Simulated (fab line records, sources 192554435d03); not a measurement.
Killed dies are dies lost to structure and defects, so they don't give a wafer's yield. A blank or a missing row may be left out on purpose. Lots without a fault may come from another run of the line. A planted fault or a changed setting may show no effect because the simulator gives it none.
Which tool did it? | flow n5_finfet | 24 lots, 72 wafers sampled, at 3 steps of a route of 1938

WHAT THE GAUGES READ, wafer by wafer
N5_SDB_CD_MEAS_11: target cd 50 nm. Usual: cd_nm 50.0 nm, standard deviation 0.83.
lot  | measured    | on        | cd_nm (nm)     | flag
L074 | day 3 19:22 | cd_sem-01 | 49.5 48.8 49.8 |
L075 | day 4 00:47 | cd_sem-01 | 49.0 49.6 50.3 |
L076 | day 4 05:33 | cd_sem-01 | 51.5 50.6 50.7 |
L077 | day 4 12:42 | cd_sem-02 | 49.0 48.7 49.5 |
L078 | day 4 18:43 | cd_sem-03 | 49.9 50.1 50.4 |
L079 | day 5 00:11 | cd_sem-01 | 51.7 50.2 49.9 |
L080 | day 5 04:43 | cd_sem-03 | 50.4 49.2 49.7 |
L081 | day 5 12:04 | cd_sem-01 | 50.4 50.8 50.8 |
L082 | day 5 19:28 | cd_sem-01 | 49.8 49.9 50.7 |
L083 | day 5 22:37 | cd_sem-02 | 49.9 48.8 50.7 |
L084 | day 6 07:15 | cd_sem-01 | 51.3 50.9 50.3 |
L085 | day 6 11:10 | cd_sem-01 | 50.1 49.9 50.2 |
L086 | day 6 21:52 | cd_sem-01 | 49.9 50.9 51.2 |
L087 | day 6 22:22 | cd_sem-02 | 50.0 49.8 50.7 |
L088 | day 7 09:00 | cd_sem-02 | 48.2 47.9 47.9 |
L089 | day 7 10:29 | cd_sem-03 | 50.8 48.8 49.4 |
L090 | day 7 18:38 | cd_sem-03 | 49.9 50.1 50.6 |
L091 | day 8 00:47 | cd_sem-03 | 50.4 49.5 50.2 |
L092 | day 8 04:37 | cd_sem-03 | 49.5 49.9 48.2 |
L093 | day 8 13:13 | cd_sem-03 | 50.3 49.5 50.6 |
L094 | day 8 19:56 | cd_sem-03 | 50.1 51.1 50.6 |
L095 | day 8 23:24 | cd_sem-03 | 49.2 49.2 49.4 |
L096 | day 9 04:59 | cd_sem-01 | 50.0 49.7 50.0 |
L097 | day 9 16:01 | cd_sem-01 | 48.7 48.3 48.5 |

N5_SDB_THK_MEAS_31. Usual: SDB_THK 64.2 nm, standard deviation 0.94.
lot  | measured    | on            | SDB_THK (nm)   | flag
L074 | day 3 23:25 | film_metro-01 | 65.2 63.7 65.2 |
L075 | day 4 04:43 | film_metro-02 | 65.8 64.4 64.1 |
L076 | day 4 09:28 | film_metro-02 | 65.3 63.5 64.5 |
L077 | day 4 16:54 | film_metro-01 | 64.3 64.1 63.8 |
L078 | day 4 23:05 | film_metro-01 | 65.8 64.5 64.9 |
L079 | day 5 04:06 | film_metro-01 | 64.2 65.6 64.2 |
L080 | day 5 08:53 | film_metro-02 | 64.4 63.3 63.3 |
L081 | day 5 15:59 | film_metro-01 | 65.5 65.2 64.6 |
L082 | day 5 23:43 | film_metro-01 | 62.2 63.3 63.4 |
L083 | day 6 02:31 | film_metro-02 | 64.2 63.4 63.9 |
L084 | day 6 11:47 | film_metro-01 | 64.7 64.8 63.7 |
L085 | day 6 15:43 | film_metro-02 | 62.7 63.8 64.0 |
L086 | day 7 01:49 | film_metro-02 | 65.5 65.8 65.0 |
L087 | day 7 02:36 | film_metro-01 | 63.5 63.0 63.4 |
L088 | day 7 13:11 | film_metro-02 | 65.2 66.0 64.7 |
L089 | day 7 14:23 | film_metro-02 | 62.9 61.9 63.7 |
L090 | day 7 23:16 | film_metro-02 | 63.0 65.1 64.7 |
L091 | day 8 04:44 | film_metro-01 | 65.0 65.7 65.7 |
L092 | day 8 08:40 | film_metro-01 | 64.2 64.1 63.6 |
L093 | day 8 17:13 | film_metro-02 | 64.6 63.9 64.3 |
L094 | day 8 23:55 | film_metro-01 | 63.9 63.3 64.6 |
L095 | day 9 03:39 | film_metro-01 | 64.0 63.6 64.5 |
L096 | day 9 08:55 | film_metro-01 | 65.6 63.6 63.9 |
L097 | day 9 19:56 | film_metro-02 | 65.0 63.6 63.1 |

WHICH TOOL RAN EACH LOT (tool, then ch and the chambers of the sampled wafers, then the start)
lot  | N5_SDB_STRIP_21
L074 | rie_diel-04 ch 1,2,3, day 3 19:40
L075 | rie_diel-04 ch 0,2, day 4 01:05
L076 | rie_diel-05 ch 0,1, day 4 05:50
L077 | rie_diel-02 ch 0,1, day 4 13:14
L078 | rie_diel-02 ch 1,3, day 4 19:20
L079 | rie_diel-02 ch 0,1,2, day 5 00:29
L080 | rie_diel-04 ch 0,1, day 5 05:01
L081 | rie_diel-04 ch 0,1, day 5 12:22
L082 | rie_diel-05 ch 1,2,3, day 5 19:46
L083 | rie_diel-05 ch 1,2, day 5 22:55
L084 | rie_diel-04 ch 0,1,3, day 6 07:43
L085 | rie_diel-05 ch 1,3, day 6 11:43
L086 | rie_diel-02 ch 0,3, day 6 22:09
L087 | rie_diel-05 ch 0,3, day 6 22:40
L088 | rie_diel-05 ch 1,3, day 7 09:17
L089 | rie_diel-04 ch 1,2, day 7 10:47
L090 | rie_diel-04 ch 1,2,3, day 7 19:37
L091 | rie_diel-04 ch 2,3, day 8 01:08
L092 | rie_diel-05 ch 0,3, day 8 04:58
L093 | rie_diel-05 ch 0,1,3, day 8 13:31
L094 | rie_diel-02 ch 1,2,3, day 8 20:14
L095 | rie_diel-02 ch 2,3, day 8 23:41
L096 | rie_diel-04 ch 0,3, day 9 05:17
L097 | rie_diel-04 ch 0,3, day 9 16:19
- N5_SDB_STRIP_21: strips in CF4.

WHAT THE TOOLS THEMSELVES READ (means of the sampled wafers that have a number; where no wafer has one, the mark that the record gives instead)
N5_SDB_STRIP_21. Usual: cf4_flow_sccm 150.0 sccm, standard deviation 0.49; drypump_motor_current_A 5.6 A, standard deviation 0.45; oes_product_au 0.81 a.u., standard deviation 0.077; rf_vpp_V 271.1 V, standard deviation 1.5; showerhead_plenum_p_Torr 1.79 Torr, standard deviation 0.058; throttle_valve_pct 13.50 %, standard deviation 0.2.
lot  | tool        | cf4_flow_sccm (sccm) | drypump_motor_current_A (A) | oes_product_au (a.u.) | rf_vpp_V (V) | showerhead_plenum_p_Torr (Torr) | throttle_valve_pct (%) | flag
L074 | rie_diel-04 | 150.3                | 5.6                         | 0.90                  | 271.3        | 1.80                            | 13.33                  |
L075 | rie_diel-04 | 150.2                | 5.3                         | 0.80                  | 269.8        | 1.75                            | 13.46                  |
L076 | rie_diel-05 | 150.0                | 5.8                         | 0.84                  | 272.5        | 1.86                            | 13.39                  |
L077 | rie_diel-02 | 150.2                | 6.5                         | 0.72                  | 269.9        | 1.72                            | 13.53                  |
L078 | rie_diel-02 | 149.6                | 5.5                         | 0.81                  | 270.9        | 1.79                            | 13.45                  |
L079 | rie_diel-02 | 149.7                | 6.1                         | 0.79                  | 271.7        | 1.78                            | 13.53                  |
L080 | rie_diel-04 | 149.7                | 5.3                         | 0.76                  | 269.8        | 1.72                            | 13.63                  |
L081 | rie_diel-04 | 149.5                | 5.3                         | 0.76                  | 269.7        | 1.72                            | 13.63                  |
L082 | rie_diel-05 | 150.0                | 5.8                         | 0.83                  | 269.9        | 1.79                            | 13.51                  |
L083 | rie_diel-05 | 150.1                | 5.9                         | 0.80                  | 271.4        | 1.81                            | 13.35                  |
L084 | rie_diel-04 | 150.1                | 5.3                         | 0.80                  | 270.8        | 1.76                            | 13.57                  |
L085 | rie_diel-05 | 150.0                | 5.8                         | 0.87                  | 271.6        | 1.81                            | 13.31                  |
L086 | rie_diel-02 | 150.2                | 5.8                         | 0.78                  | 271.0        | 1.78                            | 13.43                  |
L087 | rie_diel-05 | 150.2                | 5.7                         | 0.87                  | 270.7        | 1.80                            | 13.62                  |
L088 | rie_diel-05 | 149.9                | 5.8                         | 0.87                  | 271.4        | 1.78                            | 13.48                  |
L089 | rie_diel-04 | 150.1                | 5.9                         | 0.86                  | 271.3        | 1.79                            | 13.27                  |
L090 | rie_diel-04 | 150.2                | 5.6                         | 0.85                  | 270.6        | 1.79                            | 13.41                  |
L091 | rie_diel-04 | 150.4                | 5.7                         | 0.87                  | 271.5        | 1.82                            | 13.26                  |
L092 | rie_diel-05 | 149.1                | 5.7                         | 0.85                  | 271.2        | 1.79                            | 13.64                  |
L093 | rie_diel-05 | 150.3                | 5.8                         | 0.82                  | 271.5        | 1.82                            | 13.49                  |
L094 | rie_diel-02 | 149.8                | 5.6                         | 0.80                  | 272.3        | 1.81                            | 13.56                  |
L095 | rie_diel-02 | 149.9                | 5.5                         | 0.86                  | 273.9        | 1.87                            | 13.50                  |
L096 | rie_diel-04 | 149.8                | 5.0                         | 0.78                  | 270.5        | 1.78                            | 13.61                  |
L097 | rie_diel-04 | 150.3                | 5.0                         | 0.74                  | 269.9        | 1.74                            | 13.68                  |

THE ANSWER, worked out from the rows above alone
Rule: a lot is off if the mean of its wafers that have a number lies more than 3 standard deviations from the usual mean. A lot without any number at a reading at which 4 lots or more have one is off too. The other lots that the step has rows for count as sound. The gauges are gone through in route order, then the tools' own readings, and for those a lot's mean is taken as printed above. The first step at which some lot is off is used, and at that step the reading that is off furthest; a lot without a number counts as furthest.
No lot is off at any reading shown: from this, nothing can be told.

WHAT THE SIMULATOR HAD PUT IN
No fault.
